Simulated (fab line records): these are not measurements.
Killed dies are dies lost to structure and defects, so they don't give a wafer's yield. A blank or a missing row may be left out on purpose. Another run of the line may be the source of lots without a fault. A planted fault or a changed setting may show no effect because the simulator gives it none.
Matching of chambers :: flow nand-harc :: rie-si-03 running NHARC_P_ZERO_WELL_ETCH_63: 4 sister chambers
The step etches the open film in HBr/Cl2, target depth 120 nm, time 40.1 s. 7 wafers are shown with their chamber, then 7 later ones without.

== WAFERS WITH THEIR CHAMBER ==
wafer: L075.1
chamber: 0
oes-product-au (a.u.): 0.998
he-backside-leak-sccm (sccm): 2.90

wafer: L083.5
chamber: 3
oes-product-au (a.u.): 1.016
he-backside-leak-sccm (sccm): 2.77

wafer: L087.1
chamber: 1
oes-product-au (a.u.): 1.015
he-backside-leak-sccm (sccm): 3.07

wafer: L087.2
chamber: 2
oes-product-au (a.u.): 1.029
he-backside-leak-sccm (sccm): 3.00

wafer: L087.3
chamber: 3
oes-product-au (a.u.): 1.012
he-backside-leak-sccm (sccm): 2.56

wafer: L092.1
chamber: 1
oes-product-au (a.u.): 1.003
he-backside-leak-sccm (sccm): 3.25

wafer: L092.3
chamber: 2
oes-product-au (a.u.): 1.025
he-backside-leak-sccm (sccm): 2.90

== WAFERS WHOSE CHAMBER IS MISSING ==
wafer: L092.4
oes-product-au (a.u.): 1.004
he-backside-leak-sccm (sccm): 2.92

wafer: L093.1
oes-product-au (a.u.): 1.003
he-backside-leak-sccm (sccm): 3.21

wafer: L093.3
oes-product-au (a.u.): 1.025
he-backside-leak-sccm (sccm): 2.88

wafer: L093.4
oes-product-au (a.u.): 1.012
he-backside-leak-sccm (sccm): 2.66

wafer: L094.1
oes-product-au (a.u.): 1.018
he-backside-leak-sccm (sccm): 2.46

wafer: L094.3
oes-product-au (a.u.): 1.034
he-backside-leak-sccm (sccm): 2.79

wafer: L094.6
oes-product-au (a.u.): 1.036
he-backside-leak-sccm (sccm): 2.97

== THE CHAMBER EACH PASSED THROUGH ==
wafer: L092.4
from the rows above: can't be placed: 0 or 1 or 3
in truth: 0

wafer: L093.1
from the rows above: can't be placed: 1 or 0
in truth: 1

wafer: L093.3
from the rows above: 2
in truth: 2

wafer: L093.4
from the rows above: 3
in truth: 3

wafer: L094.1
from the rows above: 3
in truth: 3

wafer: L094.3
from the rows above: can't be placed: 2 or 3
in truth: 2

wafer: L094.6
from the rows above: 2
in truth: 2
Placed correctly: 4 of 7. Cannot be placed on the basis of these rows: 3; the candidates contain the true chamber in 3. Number placed wrongly: 0.
How it was worked out, from the rows above alone: a wafer's distance from a chamber is the root of the sum, over the readings, of the square of ((its reading less the chamber's mean) divided by the reading's scatter). The wafer belongs to the nearest chamber; if the next one is less than 2 further off, it can't be placed. For every chamber, the mean is computed from those of its wafers that are shown. How the scatter is found: for the shown wafers, subtract from each reading the mean of its chamber, square and add these, divide the total by (wafers less chambers), then take the root.
